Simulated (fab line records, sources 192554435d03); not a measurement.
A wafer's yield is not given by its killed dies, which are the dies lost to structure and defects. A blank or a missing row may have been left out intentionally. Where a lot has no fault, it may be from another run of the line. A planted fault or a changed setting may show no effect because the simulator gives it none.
Problem report in the 8D (eight disciplines) form, filled by code ; flow n5Finfet ; the parts of the form that need people (team, actions taken, sign-off) are left out

1. WHAT WENT WRONG
Wafers with no fault read 147.5 nm with a standard deviation of 2.9, whereas trenchDepthNm at N5_BEOL_M11_OCD_MEAS_38 reads a mean of 160.0 nm on 1 wafer of 1 lot. That is +4.3 standard deviations from the usual mean.
Seen first at day 14 05:30 on ocd-02, wafer L311.2. Wafers with a number at this step in the record: 28, from 10 lots. Rule for "out" (also "out of limits"): further than 4 standard deviations from the usual mean. The other wafers with a number count as sound.

2. WHAT IT IS, WHAT IT ISN'T
question;is;is not
which readings at this step;trenchDepthNm;-
which lots;L311;L303, L306, L307, L309, L310, L312, L314, L322, L323
which wafers of those lots;L311.2;L311.3, L311.5
read on which gauges;ocd-02;ocd-01
when;from day 14 05:30;"up to then (19 sound wafers); but 8 sound wafers of L314, L322, L323 came after"

3. SUSPECTS, AND WHAT RULES EACH OUT
Counting: if a tool at a process step up to the reading ran every lot that is out, it stays a suspect. Sound lots after the first of them don't rule it out here, since some wafers of a struck lot are sound.
- the gauge at N5_BEOL_M11_OCD_MEAS_38 is ruled out. All the wafers that are out were read on ocd-02, but those of them that N5_BEOL_M11_TRENCH_ETCH_37 has rows for are out there too, on other tools.
- rieDiel-05 at N5_BEOL_M11_TRENCH_ETCH_37 (etches SiCOH lowk in C4F6/O2, target depth 148.83 nm, time 48 s): kept. It processed L311, the lot that is out, at day 14 05:19, and its most recent sound lot before then was L309 at day 14 04:42. Out on those wafers are its own readings of rfFwdPowerW, rfVppV.
- rieDiel-05 at N5_BEOL_M11_STRIP_77 (strips in N2/H2, time 10 s): kept. It processed L311, the lot that is out, at day 14 05:30, and its most recent sound lot before then was L309 at day 14 04:53. Because N5_BEOL_M11_STRIP_77 lacks a start for some lots, the hours and order of its lots are taken from N5_BEOL_M11_OCD_MEAS_38.
- At N5_BEOL_M11_TRENCH_ETCH_37 on rieDiel-05, chamber 0 took the sound wafers of the same lots and chamber 1 took the wafers that are out.
- At N5_BEOL_M11_STRIP_77 on rieDiel-05, chamber 0 took the sound wafers of the same lots and chamber 1 took the wafers that are out.
Remaining after the count are rieDiel-05 at N5_BEOL_M11_TRENCH_ETCH_37 and rieDiel-05 at N5_BEOL_M11_STRIP_77.

4. THE CAUSE (what the simulator had put in)
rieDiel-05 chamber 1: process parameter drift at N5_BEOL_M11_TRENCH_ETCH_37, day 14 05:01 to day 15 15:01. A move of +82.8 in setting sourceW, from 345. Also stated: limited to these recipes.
Counting leaves 2 suspects; this tool is one of them.

5. THE CHAIN OF EFFECTS, in route order
Each row: a reading whose mean over the struck wafers that have a number lies more than 3 standard deviations from the usual. Scope: only readings with a usual standard deviation given in the record; hours: median across lots of the time from each lot's start at the first step in this table that gives one to its start at this step; sigmas: change in usual standard deviations.
hours;step;reading;usual;on struck wafers;change;sigmas
0;N5_BEOL_M11_TRENCH_ETCH_37;oes_f_703_au;0.78 a.u.;1.07;+0.29;+3.1
0;N5_BEOL_M11_TRENCH_ETCH_37;rfFwdPowerW;341.2 W;425.1;+83.9;+60
0;N5_BEOL_M11_TRENCH_ETCH_37;rfVppV;670 V;595;-75;-9.0
0;N5_BEOL_M11_OCD_MEAS_38;trenchDepthNm;147.5 nm;160.0;+12.5;+4.3
3;N5_BEOL_M11_THK_MEAS_53;M11_THK;138 nm;148;+10;+3.0
4;N5_BEOL_M11_RS_MEAS_57;M11_RS;0.153 ohm/sq;0.140;-0.013;-3.3
Here are the process steps it includes:
- N5_BEOL_M11_TRENCH_ETCH_37: etches SiCOH lowk in C4F6/O2, target depth 148.83 nm, time 48 s.

6. WHAT WOULD HAVE CAUGHT IT SOONER
The first out-of-limits reading at a measuring or inspecting step in this record came at day 14 05:30, 0 hours after the fault's start at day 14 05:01.
Tool's own readings at N5_BEOL_M11_TRENCH_ETCH_37, rfFwdPowerW, rfVppV: out on all struck wafers the step has rows for; an alarm limit on them would have tripped on the first.
The start of N5_BEOL_M11_TRENCH_ETCH_37 on rieDiel-05 came by day 14 05:30 for every one of the lots that are out (1). None of them would have been spared by holding the tool at that moment.
